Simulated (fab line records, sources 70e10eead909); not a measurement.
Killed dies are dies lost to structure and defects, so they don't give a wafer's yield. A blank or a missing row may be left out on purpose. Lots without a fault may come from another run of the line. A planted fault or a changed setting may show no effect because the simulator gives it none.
Tool commonality check | flow nand_harc | 15 lots, 45 wafers sampled

WHY IT WAS OPENED
At NHARC_A_CHANNEL_HOLE_D1_CD_MEAS_30 the reading cd_nm is flagged on 3 of 15 lots. Wafers without a fault read 89.4 nm, standard deviation 1.5.
Rule: a lot is flagged when every wafer of it that has a number lies more than 4 standard deviations from that mean, or none has a number. The other lots count as sound.

lot  | measured     | on        | cd_nm (nm), wafer by wafer | flag
L810 | day 9 00:29  | cd_sem-03 | 87.6 91.2 89.4             |
L811 | day 9 03:13  | cd_sem-02 | 90.6 87.4 89.2             |
L813 | day 9 08:56  | cd_sem-01 | 88.2 90.2 85.3             |
L812 | day 9 09:05  | cd_sem-02 | 92.3 89.5 89.0             |
L814 | day 9 20:29  | cd_sem-01 | 90.1 89.0 89.5             |
L815 | day 9 20:47  | cd_sem-03 | 87.2 87.3 88.6             |
L817 | day 10 05:32 | cd_sem-02 | 0.0 0.7 -0.1               | FLAGGED
L818 | day 10 15:06 | cd_sem-02 | 0.4 0.3 0.9                | FLAGGED
L819 | day 10 17:01 | cd_sem-01 | 1.2 0.5 0.5                | FLAGGED
L828 | day 13 03:41 | cd_sem-02 | 88.1 88.6 88.7             |
L832 | day 13 14:07 | cd_sem-02 | 92.6 91.3 91.8             |
L829 | day 13 15:49 | cd_sem-02 | 90.8 91.1 89.1             |
L831 | day 13 18:19 | cd_sem-02 | 90.4 89.6 90.7             |
L830 | day 13 20:00 | cd_sem-01 | 90.9 88.6 88.6             |
L833 | day 14 08:41 | cd_sem-01 | 89.2 88.4 88.1             |
The numbers of the flagged lots are 0.5 nm on average: -88.9 nm against the usual, or -59 standard deviations.

WHICH TOOL RAN EACH LOT
The record holds 3 process steps before the reading, out of a route of 1159 steps. In each cell: the tool, then ch and the chambers that the sampled wafers went through, then the start.
lot  | flag    | NHARC_A_CHANNEL_HOLE_D1_ETCH_16               | NHARC_A_CHANNEL_HOLE_D1_ETCH_21  | NHARC_A_CHANNEL_HOLE_D1_ETCH_44
L810 |         | rie_diel-06 ch 2,3, day 8 19:25 or earlier    | har_etch-01 ch 0,1, day 8 19:25  | rie_diel-06 ch 0,2, day 8 23:42
L811 |         | rie_diel-12 ch 0,1,3, day 8 22:08 or earlier  | har_etch-02 ch 0,1, day 8 22:08  | rie_diel-12 ch 0,3, day 9 02:25
L813 |         | rie_diel-06 ch 0,3, day 9 03:55 or earlier    | har_etch-01 ch 0, day 9 03:55    | rie_diel-12 ch 1,3, day 9 08:08
L812 |         | rie_diel-02 ch 0,1,2, day 9 04:04 or earlier  | har_etch-02 ch 0,1, day 9 04:04  | rie_diel-06 ch 1,2,3, day 9 08:17
L814 |         | rie_diel-02 ch 0,1,3, day 9 15:27 or earlier  | har_etch-01 ch 0,1, day 9 15:27  | rie_diel-06 ch 0,2,3, day 9 19:41
L815 |         | rie_diel-06 ch 0,2, day 9 15:51 or earlier    | har_etch-02 ch 0,1, day 9 15:51  | rie_diel-12 ch 0,1,2, day 9 20:01
L817 | FLAGGED | rie_diel-12 ch 0,1,3, day 9 23:45 or earlier  | har_etch-02 ch 0,1, day 9 23:45  | rie_diel-06 ch 0,1,2, day 10 04:44
L818 | FLAGGED | rie_diel-02 ch 0,1,3, day 10 10:03 or earlier | har_etch-01 ch 0,1, day 10 10:03 | rie_diel-12 ch 0,2, day 10 14:18
L819 | FLAGGED | rie_diel-12 ch 1,2, day 10 12:07 or earlier   | har_etch-02 ch 0,1, day 10 12:07 | rie_diel-06 ch 0,2,3, day 10 16:13
L828 |         | rie_diel-12 ch 0,2,3, day 12 22:40 or earlier | har_etch-01 ch 0,1, day 12 22:40 | rie_diel-12 ch 0,1,2, day 13 02:53
L832 |         | rie_diel-02 ch 2,3, day 13 09:06 or earlier   | har_etch-02 ch 0,1, day 13 09:06 | rie_diel-06 ch 0,1,3, day 13 13:20
L829 |         | rie_diel-06 ch 1,2, day 13 10:34 or earlier   | har_etch-01 ch 0, day 13 10:34   | rie_diel-12 ch 0,1,2, day 13 14:55
L831 |         | rie_diel-02 ch 1,2, day 13 13:11 or earlier   | har_etch-02 ch 0,1, day 13 13:11 | rie_diel-06 ch 1,2, day 13 17:31
L830 |         | rie_diel-12 ch 0,1, day 13 14:53 or earlier   | har_etch-01 ch 0,1, day 13 14:53 | rie_diel-12 ch 0,1,2, day 13 19:07
L833 |         | rie_diel-12 ch 0,1,2, day 14 03:36 or earlier | har_etch-02 ch 0,1, day 14 03:36 | rie_diel-12 ch 0,1,3, day 14 07:54
What these steps do:
- NHARC_A_CHANNEL_HOLE_D1_ETCH_16: etches the open film in O2/COS, target depth 3100 nm, time 806 s.
- NHARC_A_CHANNEL_HOLE_D1_ETCH_21: etches the open film in C4F8/O2/Ar, time 514.3 s, target depth 1600 nm.
- NHARC_A_CHANNEL_HOLE_D1_ETCH_44: etches the open film in CF4/O2, target depth 140 nm, overetch 14 nm, time 77 s.
- NHARC_A_CHANNEL_HOLE_D1_CD_MEAS_30

FLAGGED OVER TOTAL, TOOL BY TOOL (the gauges that took the reading come last)
step                               | tool        | lots run | flagged | share of the flagged lots | sound lots run after its first flagged lot
NHARC_A_CHANNEL_HOLE_D1_ETCH_16    | rie_diel-02 | 5        | 1       | some                      | 2 (L832,L831)
NHARC_A_CHANNEL_HOLE_D1_ETCH_16    | rie_diel-06 | 4        | 0       | none                      | -
NHARC_A_CHANNEL_HOLE_D1_ETCH_16    | rie_diel-12 | 6        | 2       | some                      | 3 (L828,L830,L833)
NHARC_A_CHANNEL_HOLE_D1_ETCH_21    | har_etch-01 | 7        | 1       | some                      | 3 (L828,L829,L830)
NHARC_A_CHANNEL_HOLE_D1_ETCH_21    | har_etch-02 | 8        | 2       | some                      | 3 (L832,L831,L833)
NHARC_A_CHANNEL_HOLE_D1_ETCH_44    | rie_diel-06 | 7        | 2       | some                      | 2 (L832,L831)
NHARC_A_CHANNEL_HOLE_D1_ETCH_44    | rie_diel-12 | 8        | 1       | some                      | 4 (L828,L829,L830,L833)
NHARC_A_CHANNEL_HOLE_D1_CD_MEAS_30 | cd_sem-01   | 5        | 1       | some                      | 2 (L830,L833)
NHARC_A_CHANNEL_HOLE_D1_CD_MEAS_30 | cd_sem-02   | 8        | 2       | some                      | 4 (L828,L832,L829,L831)
NHARC_A_CHANNEL_HOLE_D1_CD_MEAS_30 | cd_sem-03   | 2        | 0       | none                      | -
NHARC_A_CHANNEL_HOLE_D1_ETCH_16 gives no start for some lots, so the hours and the order of its lots are those of NHARC_A_CHANNEL_HOLE_D1_ETCH_21.

WHAT THE TABLE ALLOWS
No row of the table ran every flagged lot.

WHAT THE SIMULATOR HAD PUT IN
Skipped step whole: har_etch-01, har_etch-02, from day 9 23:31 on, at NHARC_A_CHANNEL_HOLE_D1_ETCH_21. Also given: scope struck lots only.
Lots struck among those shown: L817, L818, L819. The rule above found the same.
